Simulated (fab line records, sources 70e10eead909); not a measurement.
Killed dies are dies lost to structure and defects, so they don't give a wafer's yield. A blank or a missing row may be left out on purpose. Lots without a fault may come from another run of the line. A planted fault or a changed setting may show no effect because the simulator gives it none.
Problem report in the 8D (eight disciplines) form, filled by code | flow nand_harc | the parts of the form that need people (team, actions taken, sign-off) are left out

1. THE PROBLEM
killed_dies at NHARC_END_SORT_01 reads a mean of 211 on 2 wafers of 1 lot; wafers without a fault read 64 with a standard deviation of 22. That is +6.7 standard deviations from the usual mean.
First seen on wafer L720.2, day 32 06:52, on prober-01. The record holds 3 wafers of 1 lot with a number at this step. Rule for "out", or "out of limits": more than 4 standard deviations from the usual mean. The other wafers with a number count as sound.

2. WHAT IT IS AND WHAT IT IS NOT
question                    | is                           | is not
which readings at this step | killed_dies, killed_at_array | killed_at_periphery, killed_open, killed_short
which lots                  | L720                         | -
which wafers of those lots  | L720.2, L720.5               | L720.6
read on which gauges        | prober-01                    | -
when                        | from day 32 06:52            | up to then (0 sound wafers); but 1 sound wafer of L720 came after

3. SUSPECTS, AND WHAT RULES EACH OUT
Counting: a tool at a process step up to the reading stays a suspect if it ran every lot that is out. Sound lots after the first of them don't rule it out here, since some wafers of a struck lot are sound.
- the gauge at NHARC_END_SORT_01: kept. All the wafers that are out were read on prober-01, and no step on other tools shows them out.
- pecvd-02 at NHARC_A_CONTACT_DEP_58 (deposits SiON, target thk 90 nm): kept. It ran the lot that is out, L720 (day 29 19:00).
- rie_diel-09 at NHARC_A_BONDPAD_ETCH_12 (etches the open film in CHF3/O2, target depth 220 nm, time 110 s): kept. It ran the lot that is out, L720 (day 32 06:52). NHARC_A_BONDPAD_ETCH_12 gives no start for some lots, so the hours and the order of its lots are those of NHARC_END_SORT_01.
- pvd_sputter-03 at NHARC_A_BONDPAD_PRE_CLEAN_26 (time 30 s): kept. It ran the lot that is out, L720 (day 32 06:52). NHARC_A_BONDPAD_PRE_CLEAN_26 gives no start for some lots, so the hours and the order of its lots are those of NHARC_END_SORT_01.
- Within pecvd-02 at NHARC_A_CONTACT_DEP_58: the wafers that are out ran in chamber 0; their sound lot-mates ran in chamber 1.
- Within rie_diel-09 at NHARC_A_BONDPAD_ETCH_12: the wafers that are out ran in chambers 2, 3; their sound lot-mates ran in chamber 1.
Left after counting: pecvd-02 at NHARC_A_CONTACT_DEP_58, rie_diel-09 at NHARC_A_BONDPAD_ETCH_12, pvd_sputter-03 at NHARC_A_BONDPAD_PRE_CLEAN_26, prober-01 at NHARC_END_SORT_01.

4. THE CAUSE (what the simulator had put in)
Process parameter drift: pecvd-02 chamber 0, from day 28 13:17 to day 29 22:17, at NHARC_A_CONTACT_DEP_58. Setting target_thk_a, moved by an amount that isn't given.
Counting left 4 suspects, and this tool is among them.

5. THE CHAIN OF EFFECTS, in route order
Each row: a reading whose mean over the struck wafers that have a number lies more than 3 standard deviations from the usual. Only readings for which the record gives a usual standard deviation are gone through. hours: the time from each lot's start at the first step in this table that gives one to its start at this step, as a median over the lots. sigmas: the change in usual standard deviations.
hours | step              | reading         | usual | on struck wafers | change | sigmas
0     | NHARC_END_SORT_01 | killed_at_array | 58    | 203              | +145   | +6.6
0     | NHARC_END_SORT_01 | killed_dies     | 64    | 211              | +147   | +6.7

6. WHAT WOULD HAVE CAUGHT IT SOONER
In this record the first reading out of limits at a measuring or inspecting step was taken at day 32 06:52, 90 hours after the fault began at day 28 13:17.
Of the tool readings at NHARC_A_CONTACT_DEP_58 for which the record gives a usual standard deviation, none was out on any struck wafer, so an alarm limit of 4 standard deviations on them would not have fired.
All the lots that are out (1) had begun NHARC_A_CONTACT_DEP_58 on pecvd-02 by day 32 06:52. A hold on the tool at that time would have spared none of them.
